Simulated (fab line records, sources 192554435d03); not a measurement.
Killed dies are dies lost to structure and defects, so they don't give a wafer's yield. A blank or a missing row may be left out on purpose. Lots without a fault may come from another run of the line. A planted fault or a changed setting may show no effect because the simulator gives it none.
Chamber matching | flow n5_finfet | N5_BEOL_M14_ETCH_67 on rie_diel-02: 3 sister chambers
The step etches SiARC in CF4, target depth 143 nm, time 238.3 s. 3 wafers are shown with their chamber, then 5 later ones without.

WAFERS WITH THEIR CHAMBER
wafer  | chamber | showerhead_plenum_p_Torr (Torr)
L084.3 | 3       | 2.15
L085.1 | 1       | 2.26
L087.5 | 2       | 2.28

WAFERS WITHOUT THEIR CHAMBER
wafer  | showerhead_plenum_p_Torr (Torr)
L087.6 | 2.15
L093.2 | 2.15
L093.4 | 2.27
L094.4 | 2.27
L094.6 | 2.14

WHICH CHAMBER EACH WENT THROUGH
wafer  | from the rows above     | in truth
L087.6 | 3                       | 3
L093.2 | 3                       | 3
L093.4 | can't be placed: 2 or 1 | 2
L094.4 | can't be placed: 2 or 1 | 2
L094.6 | 3                       | 3
Placed correctly: 3 of 5. Can't be placed from these rows: 2 (the true chamber is among the candidates in 2). Placed wrongly: 0.
How it was worked out, from the rows above alone: a wafer's distance from a chamber is the root of the sum, over the readings, of the square of ((its reading less the chamber's mean) divided by the reading's scatter). The wafer belongs to the nearest chamber; if the next one is less than 2 further off, it can't be placed. A chamber's mean is the mean of its shown wafers. The scatter: with one shown wafer a chamber, the root of the mean of the squares of how far each hidden wafer lies from its nearest shown one.
